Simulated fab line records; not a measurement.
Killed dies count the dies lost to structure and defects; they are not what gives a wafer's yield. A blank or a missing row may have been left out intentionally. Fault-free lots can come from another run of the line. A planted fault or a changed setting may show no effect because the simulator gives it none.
Problem report, 8D (eight disciplines) form, completed by code -- flow nandHarc -- the parts of the form that need people (team, actions taken, sign-off) are left out

## 1. WHAT IS WRONG
Wafers without a fault read 1004 nm, standard deviation 7.2; thkNm at NHARC_A_ONON_D1_THK_MEAS_21 reads a mean of 1674 nm on 9 wafers belonging to 3 lots. Measured from the usual mean, that is +93 standard deviations.
The step: measures by ellipsometry.
Seen first at day 9 15:11 on filmMetro-02, wafer L428.3. The record has a number at this step for 39 wafers belonging to 13 lots. By rule, "out" or "out of limits" means more than 4 standard deviations away from the usual mean. The other wafers with a number count as sound.

## 2. WHAT THIS IS AND IS NOT
question,is,is not
which readings at this step,thkNm,-
which lots,"L427, L428, L433","L423, L425, L426, L429, L437, L439, L440, L442, L443, L445"
which wafers of those lots,all that have a number,-
read on which gauges,"filmMetro-01, filmMetro-02",-
when,from day 9 15:11,"up to then (9 sound wafers); but 21 sound wafers of L429, L437, L439, L440, L442, L443, L445 came after"

## 3. SUSPECTS, AND WHAT RULES EACH OUT
Counting: a tool at a process step up to the reading stays a suspect if it ran every lot that is out and no sound lot after the first of them.
- ruled out: the gauge at NHARC_A_ONON_D1_THK_MEAS_21. 2 gauges (filmMetro-01, filmMetro-02) read the wafers that are out.
- pecvdOnon-03 at NHARC_A_ONON_D1_DEP_19 (target thk 1000 nm): kept. All lots that are out passed through it, beginning with L428 at day 9 14:47, and no sound lot followed; its final sound lot before that point was L425 at day 8 14:41.
Remaining after the count: pecvdOnon-03 at NHARC_A_ONON_D1_DEP_19.

## 4. THE CAUSE (what the simulator had put in)
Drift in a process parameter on pecvdOnon-03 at NHARC_A_ONON_D1_DEP_19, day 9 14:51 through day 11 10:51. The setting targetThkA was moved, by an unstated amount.
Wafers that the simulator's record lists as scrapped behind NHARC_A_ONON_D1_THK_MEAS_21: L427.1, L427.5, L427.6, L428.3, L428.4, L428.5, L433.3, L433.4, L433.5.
Counting left only this tool.

## 5. THE CHAIN OF EFFECTS, in route order
Each row: a reading where the mean over the struck wafers with a number is more than 3 standard deviations away from the usual. Only readings whose record carries a usual standard deviation are examined. hours: median over the lots of the time between each lot's start at the first step of this table that gives one and its start at this step. sigmas: the change, counted in usual standard deviations.
hours,step,reading,usual,on struck wafers,change,sigmas
0,NHARC_A_ONON_D1_THK_MEAS_21,thkNm,1004 nm,1674,+670,+93

## 6. WHAT WOULD HAVE CAUGHT IT SOONER
Counted from the fault's start at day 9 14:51, it took 0 hours until the first out-of-limits reading at a measuring or inspecting step in this record, taken at day 9 15:11.
Tool readings at NHARC_A_ONON_D1_DEP_19 with a usual standard deviation given in the record: none out on any struck wafer, hence no alarm at a limit of 4 standard deviations on them.
Lots out: 3; of these, L433 started NHARC_A_ONON_D1_DEP_19 on pecvdOnon-03 after day 9 15:11. A tool hold placed at that time would have kept it from harm.
